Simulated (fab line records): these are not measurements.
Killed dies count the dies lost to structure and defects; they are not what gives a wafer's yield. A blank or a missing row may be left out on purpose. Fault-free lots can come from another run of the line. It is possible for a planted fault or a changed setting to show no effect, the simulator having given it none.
A struck lot beside a sound one    flow n5Finfet    16 out of 1938 route steps
Sound: wafers L350.1, L350.4, L350.6. Wafers L344.2, L344.4, L344.6 were the ones struck. Last of all comes the cause.
Per side, at each step with rows, come the tool, then ch with its chambers, and then its first start. Under that, the readings that differ: sound wafers    struck wafers    difference of the means    sigmas: that difference in standard deviations of wafers without a fault.
alike: same words and numbers on both sides, and readings whose means sit less than 2 such deviations apart. not compared: any withheld reading, any reading some wafer has no value for, any bound like >300 that may hide the same value, and any number with overlapping values for which the record gives no deviation.
The two part at a step that has a row with sigmas, a row that says differs or no value, or rows on one side only. Non-overlapping numbers with no deviation appear without sigmas and do not part them. Lack of a reading on every wafer of one side parts them only where that side has two or more wafers.

N5_BEOL_M3_SPUTTER_79: material Cu, target thk 4.5 nm, time 8.29 s.
  sound on pvdSputter-02, day 11 05:34; struck on pvdSputter-03, day 10 00:52
  alike: chamberPressurePa, chuckGasFlowSccm, throttleValvePct
N5_BEOL_M3_ANNEAL_80: time 240 s.
  sound on pvdSputter-02, day 11 05:38; struck on pvdSputter-03, day 10 00:56
reading           sound        struck        difference  sigmas
heaterPowerW (W)  716 693 698  1061 775 877  +202        +2
then, 4 steps without rows for these wafers: N5_BEOL_M3_SPUTTER_81 (material Cu, target thk 4.5 nm, time 8.29 s); N5_BEOL_M3_ANNEAL_82 (time 240 s); N5_BEOL_M3_SPUTTER_86 (material Cu, target thk 4.5 nm, time 8.29 s); N5_BEOL_M3_ANNEAL_87 (time 240 s).
N5_BEOL_M3_SPUTTER_88: material Cu, target thk 4.5 nm, time 8.29 s.
  sound on pvdSputter-02, day 11 06:13; struck on pvdSputter-03, day 10 01:31
  alike: chamberPressurePa, chuckGasFlowSccm, throttleValvePct
then, 3 steps without rows for these wafers: N5_BEOL_M3_ANNEAL_89 (time 240 s); N5_BEOL_M3_SPUTTER_90 (material Cu, target thk 4.5 nm, time 8.29 s); N5_BEOL_M3_ANNEAL_91 (time 240 s).
N5_BEOL_M3_SPUTTER_92: material Cu, target thk 4.5 nm, time 8.29 s.
  sound on pvdSputter-02, day 11 06:40; struck on pvdSputter-03, day 10 01:58
  alike: chamberPressurePa, chuckGasFlowSccm, throttleValvePct
then, 1 step without rows for these wafers: N5_BEOL_M3_ANNEAL_93 (time 240 s).
N5_BEOL_M3_SPUTTER_94: material Cu, target thk 4.5 nm, time 8.29 s.
  sound on pvdSputter-02, day 11 06:53; struck on pvdSputter-03, day 10 02:11
  no value came back on the struck wafers for chamberPressurePa (Pa), chuckGasFlowSccm (sccm), throttleValvePct (%); on the sound wafers chamberPressurePa (Pa) reads 0.06997 0.07005 0.07032
N5_BEOL_M3_ANNEAL_95: time 240 s.
  sound on pvdSputter-02, day 11 06:58; struck on pvdSputter-03, day 10 02:16
  alike: heaterPowerW
N5_BEOL_M4_RC_MEAS_101:
  sound on prober-02 ch 0, day 11 19:54; struck on prober-01 ch 0, day 10 11:53
  alike: DIBL_N, DIBL_P, IOFF_N, IOFF_P, ION_N, ION_P, SS_N, SS_P, VT_N, VT_P
-- here the record skips 4 days between the struck wafers' starts before and after, leaving off in module BEOL_M4 and picking up in module PASSIVATION (first step shown: number 1936 of the route) --
N5_PASSIVATION_PROBE_49:
  record: rows for the struck wafers here (prober-02, day 14 16:30), none for the sound ones

== WHERE THEY PART ==
Earliest at N5_BEOL_M3_ANNEAL_80; latest, in this record, at N5_PASSIVATION_PROBE_49.

WHY: the cause the simulator had injected
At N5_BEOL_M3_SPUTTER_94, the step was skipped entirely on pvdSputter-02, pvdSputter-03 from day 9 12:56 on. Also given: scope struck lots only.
